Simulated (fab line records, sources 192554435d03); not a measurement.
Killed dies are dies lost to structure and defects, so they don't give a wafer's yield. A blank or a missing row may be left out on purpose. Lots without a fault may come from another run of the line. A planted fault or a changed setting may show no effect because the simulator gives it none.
Chamber matching | flow n5_finfet | N5_BEOL_M9_PECVD_70 on pecvd-04: 3 sister chambers
The step deposits SiO2 from TEOS/O2, target thk 20 nm, time 22.7 s. 3 wafers are shown with their chamber, then 10 later ones without.

WAFERS WITH THEIR CHAMBER
wafer  | chamber | throttle_valve_pct (%)
L085.4 | 2       | 23.2
L087.4 | 1       | 21.3
L087.5 | 0       | 23.2

WAFERS WITHOUT THEIR CHAMBER
wafer  | throttle_valve_pct (%)
L087.6 | 23.4
L092.2 | 22.8
L092.4 | 23.1
L092.5 | 21.3
L094.2 | 23.5
L094.4 | 22.9
L094.5 | 23.4
L096.2 | 21.3
L096.4 | 23.4
L096.6 | 23.0

WHICH CHAMBER EACH WENT THROUGH
wafer  | from the rows above     | in truth
L087.6 | can't be placed: 0 or 2 | 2
L092.2 | can't be placed: 0 or 2 | 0
L092.4 | can't be placed: 0 or 2 | 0
L092.5 | 1                       | 1
L094.2 | can't be placed: 0 or 2 | 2
L094.4 | can't be placed: 0 or 2 | 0
L094.5 | can't be placed: 0 or 2 | 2
L096.2 | 1                       | 1
L096.4 | can't be placed: 0 or 2 | 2
L096.6 | can't be placed: 0 or 2 | 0
Placed correctly: 2 of 10. Can't be placed from these rows: 8 (the true chamber is among the candidates in 8). Placed wrongly: 0.
How it was worked out, from the rows above alone: a wafer's distance from a chamber is the root of the sum, over the readings, of the square of ((its reading less the chamber's mean) divided by the reading's scatter). The wafer belongs to the nearest chamber; if the next one is less than 2 further off, it can't be placed. A chamber's mean is the mean of its shown wafers. The scatter: with one shown wafer a chamber, the root of the mean of the squares of how far each hidden wafer lies from its nearest shown one.
